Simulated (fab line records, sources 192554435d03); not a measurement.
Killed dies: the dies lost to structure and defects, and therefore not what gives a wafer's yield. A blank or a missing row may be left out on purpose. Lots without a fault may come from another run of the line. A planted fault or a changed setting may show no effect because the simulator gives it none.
Chamber matching || flow n5Finfet || aldMetal-01 running N5_BEOL_M2_ALD_84: 4 sister chambers
The step deposits TaN, pulse time 2 s, purge time 3 s, co reactant purge time 2 s. 8 wafers are shown with their chamber, then 8 later ones without.

## WAFERS PAIRED WITH THEIR CHAMBERS
{"wafer": "L085.2", "chamber": 0, "heaterPowerW (W)": 446, "mfcCarrierSccm (sccm)": 1497}
{"wafer": "L088.2", "chamber": 1, "heaterPowerW (W)": 443, "mfcCarrierSccm (sccm)": 1507}
{"wafer": "L088.3", "chamber": 2, "heaterPowerW (W)": 357, "mfcCarrierSccm (sccm)": 1495}
{"wafer": "L088.5", "chamber": 1, "heaterPowerW (W)": 443, "mfcCarrierSccm (sccm)": 1506}
{"wafer": "L089.2", "chamber": 2, "heaterPowerW (W)": 353, "mfcCarrierSccm (sccm)": 1500}
{"wafer": "L089.5", "chamber": 0, "heaterPowerW (W)": 463, "mfcCarrierSccm (sccm)": 1499}
{"wafer": "L089.6", "chamber": 3, "heaterPowerW (W)": 354, "mfcCarrierSccm (sccm)": 1502}
{"wafer": "L091.1", "chamber": 3, "heaterPowerW (W)": 347, "mfcCarrierSccm (sccm)": 1502}

## WAFERS MISSING THEIR CHAMBER
{"wafer": "L091.2", "heaterPowerW (W)": 438, "mfcCarrierSccm (sccm)": 1502}
{"wafer": "L091.6", "heaterPowerW (W)": 432, "mfcCarrierSccm (sccm)": 1496}
{"wafer": "L093.2", "heaterPowerW (W)": 447, "mfcCarrierSccm (sccm)": 1501}
{"wafer": "L093.5", "heaterPowerW (W)": 453, "mfcCarrierSccm (sccm)": 1501}
{"wafer": "L093.6", "heaterPowerW (W)": 439, "mfcCarrierSccm (sccm)": 1501}
{"wafer": "L096.1", "heaterPowerW (W)": 448, "mfcCarrierSccm (sccm)": 1495}
{"wafer": "L096.2", "heaterPowerW (W)": 355, "mfcCarrierSccm (sccm)": 1498}
{"wafer": "L096.5", "heaterPowerW (W)": 353, "mfcCarrierSccm (sccm)": 1495}

## THE CHAMBER EACH PASSED THROUGH
{"wafer": "L091.2", "from the rows above": "can't be placed: 1 or 0", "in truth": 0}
{"wafer": "L091.6", "from the rows above": 0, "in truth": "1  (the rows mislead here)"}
{"wafer": "L093.2", "from the rows above": "can't be placed: 0 or 1", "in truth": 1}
{"wafer": "L093.5", "from the rows above": "can't be placed: 0 or 1", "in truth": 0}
{"wafer": "L093.6", "from the rows above": "can't be placed: 0 or 1", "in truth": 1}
{"wafer": "L096.1", "from the rows above": 0, "in truth": 0}
{"wafer": "L096.2", "from the rows above": "can't be placed: 2 or 3", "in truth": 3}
{"wafer": "L096.5", "from the rows above": 2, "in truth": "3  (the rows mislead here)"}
Correct placement for 1 of the 8. These rows do not allow placing 5 (true chamber among the candidates in 5). Number placed wrongly: 2.
How it was worked out, from the rows above alone: a wafer's distance from a chamber is the root of the sum, over the readings, of the square of ((its reading less the chamber's mean) divided by the reading's scatter). If the next closest chamber is less than 2 further off than the closest, the wafer can't be placed; otherwise it belongs to the closest. The mean given for a chamber averages the wafers shown for that chamber. The scatter is the square root of a quotient: the sum, over the shown wafers, of each reading's squared deviation from its chamber's mean, divided by wafers minus chambers.
